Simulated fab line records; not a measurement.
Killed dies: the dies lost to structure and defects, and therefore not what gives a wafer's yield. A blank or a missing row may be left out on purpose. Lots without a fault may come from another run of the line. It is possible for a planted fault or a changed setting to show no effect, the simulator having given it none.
Chamber matching || flow n5Finfet || N5_BEOL_M8_DEP_56 on pecvd-01: 3 sister chambers
The step deposits SiCN from 3MS/NH3, target thk 10 nm, time 17.5 s. 6 wafers are shown with their chamber, then 9 later ones without.

## WAFERS PAIRED WITH THEIR CHAMBERS
{"wafer": "L083.3", "chamber": 2, "showerheadPlenumPTorr (Torr)": 3.668, "throttleValvePct (%)": 9.1}
{"wafer": "L088.3", "chamber": 0, "showerheadPlenumPTorr (Torr)": 3.674, "throttleValvePct (%)": 9.1}
{"wafer": "L088.5", "chamber": 0, "showerheadPlenumPTorr (Torr)": 3.669, "throttleValvePct (%)": 9.0}
{"wafer": "L089.1", "chamber": 2, "showerheadPlenumPTorr (Torr)": 3.673, "throttleValvePct (%)": 9.1}
{"wafer": "L089.3", "chamber": 1, "showerheadPlenumPTorr (Torr)": 3.672, "throttleValvePct (%)": 8.8}
{"wafer": "L089.4", "chamber": 1, "showerheadPlenumPTorr (Torr)": 3.664, "throttleValvePct (%)": 9.1}

## WAFERS MISSING THEIR CHAMBER
{"wafer": "L090.1", "showerheadPlenumPTorr (Torr)": 3.657, "throttleValvePct (%)": 9.2}
{"wafer": "L090.2", "showerheadPlenumPTorr (Torr)": 3.665, "throttleValvePct (%)": 9.3}
{"wafer": "L090.3", "showerheadPlenumPTorr (Torr)": 3.654, "throttleValvePct (%)": 8.7}
{"wafer": "L096.1", "showerheadPlenumPTorr (Torr)": 3.672, "throttleValvePct (%)": 8.8}
{"wafer": "L096.2", "showerheadPlenumPTorr (Torr)": 3.679, "throttleValvePct (%)": 9.1}
{"wafer": "L096.6", "showerheadPlenumPTorr (Torr)": 3.665, "throttleValvePct (%)": 9.1}
{"wafer": "L097.1", "showerheadPlenumPTorr (Torr)": 3.661, "throttleValvePct (%)": 9.3}
{"wafer": "L097.2", "showerheadPlenumPTorr (Torr)": 3.663, "throttleValvePct (%)": 9.0}
{"wafer": "L097.4", "showerheadPlenumPTorr (Torr)": 3.666, "throttleValvePct (%)": 9.2}

## THE CHAMBER EACH PASSED THROUGH
{"wafer": "L090.1", "from the rows above": "can't be placed: 1 or 2 or 0", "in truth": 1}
{"wafer": "L090.2", "from the rows above": "can't be placed: 2 or 0 or 1", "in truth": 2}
{"wafer": "L090.3", "from the rows above": "can't be placed: 1 or 0 or 2", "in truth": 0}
{"wafer": "L096.1", "from the rows above": "can't be placed: 1 or 0 or 2", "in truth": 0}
{"wafer": "L096.2", "from the rows above": "can't be placed: 0 or 2 or 1", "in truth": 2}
{"wafer": "L096.6", "from the rows above": "can't be placed: 2 or 1 or 0", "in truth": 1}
{"wafer": "L097.1", "from the rows above": "can't be placed: 2 or 0 or 1", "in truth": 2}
{"wafer": "L097.2", "from the rows above": "can't be placed: 1 or 2 or 0", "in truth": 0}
{"wafer": "L097.4", "from the rows above": "can't be placed: 2 or 0 or 1", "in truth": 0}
0 of 9 placed correctly. Can't be placed from these rows: 9 (the true chamber is among the candidates in 9). Number placed wrongly: 0.
How it was worked out, from the rows above alone: a wafer's distance from a chamber is the root of the sum, over the readings, of the square of ((its reading less the chamber's mean) divided by the reading's scatter). The wafer belongs to the nearest chamber; if the next one is less than 2 further off, it can't be placed. For every chamber, the mean is computed from those of its wafers that are shown. The scatter is the square root of a quotient: the sum, over the shown wafers, of each reading's squared deviation from its chamber's mean, divided by wafers minus chambers.
